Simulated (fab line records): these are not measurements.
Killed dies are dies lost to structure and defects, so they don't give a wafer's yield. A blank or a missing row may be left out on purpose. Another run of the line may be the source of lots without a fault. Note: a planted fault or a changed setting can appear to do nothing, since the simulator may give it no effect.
A lot that was struck, set against a sound lot	flow nand-harc	14 out of 1302 route steps
Sound: wafers L766.2, L766.5, L766.6. Wafers L760.1, L760.4, L760.6 were the ones struck. The cause comes at the end.
Order at every step that has rows: each side's tool, ch and its chambers, its first start. Under that, the readings that differ: sound wafers	struck wafers	difference of the means	sigmas: that difference in standard deviations of wafers without a fault.
alike: a reading whose means differ by less than 2 such deviations, as well as words and numbers matching on both sides. not compared: withheld readings; readings where some wafer has no value; bounds like >300 that might hide an equal value; numbers whose values overlap and for which the record gives no deviation.
Wherever a step has rows on one side only, a row that says differs or no value, or a row with sigmas, the two part there. Numbers that have no deviation but don't overlap get no sigmas and don't part them. A reading missing from all wafers of one side parts the sides only when that side holds two or more wafers.

first, 4 steps without rows for these wafers: NHARC_P_ZERO_WELL_EBR_48; NHARC_P_ZERO_WELL_EXPOSE_49 (exposes mask P HVPW, target cd 2000 nm); NHARC_P_ZERO_WELL_PEB_50 (peb time 85 s); NHARC_P_ZERO_WELL_DEVELOP_51 (time 70 s).
NHARC_P_ZERO_WELL_CD_MEAS_52: target cd 2000 nm.
  sound on cd-sem-02 ch 0, day 10 10:43; struck on cd-sem-03 ch 0, day 7 21:22
  alike: cd-nm
then, 1 step without rows for these wafers: NHARC_P_ZERO_WELL_HARDBAKE_53 (time 80 s).
NHARC_P_ZERO_WELL_DESCUM_54: chemistry O2, time 3 s.
  sound on rie-diel-03 ch 0,2,3, day 10 10:54; struck on rie-diel-04 ch 0,1, day 7 21:31
  alike: drypump-motor-current-A, o2-flow-sccm, oes-product-au, rf-vpp-V, showerhead-plenum-p-Torr, throttle-valve-pct
  not compared: rf-hours-counter-h
then, 5 steps without rows for these wafers: NHARC_P_ZERO_WELL_IMPLANT_55; NHARC_P_ZERO_WELL_IMPLANT_61; NHARC_P_ZERO_WELL_STRIP_56 (strips in SPM, time 840 s); NHARC_P_ZERO_WELL_PRECLEAN_68 (cleans in SC1, time 60 s); NHARC_P_ZERO_WELL_SRD_69.
NHARC_P_ZERO_WELL_RTA_42: time 300 s.
  struck on rtp-anneal-01, day 7 22:30; sound on rtp-anneal-02 ch 0, day 10 11:58
  no value came back on the struck wafers for any of 8 readings (anneal-temp-c-max, lamp-power-pct (%) and others); on the sound wafers anneal-temp-c-max reads 1102.4 1105.0 1103.9
NHARC_P_ZERO_WELL_INSPECT_43:
  sound on defect-inspect-02, day 10 12:32; struck on defect-inspect-01, day 7 23:11
  alike: raw-defect-count

## WHERE THEY PART
Only at NHARC_P_ZERO_WELL_RTA_42, within this record. Later steps at which nothing parts them and some readings are alike: NHARC_P_ZERO_WELL_INSPECT_43.

WHY: what had been put in by the simulator
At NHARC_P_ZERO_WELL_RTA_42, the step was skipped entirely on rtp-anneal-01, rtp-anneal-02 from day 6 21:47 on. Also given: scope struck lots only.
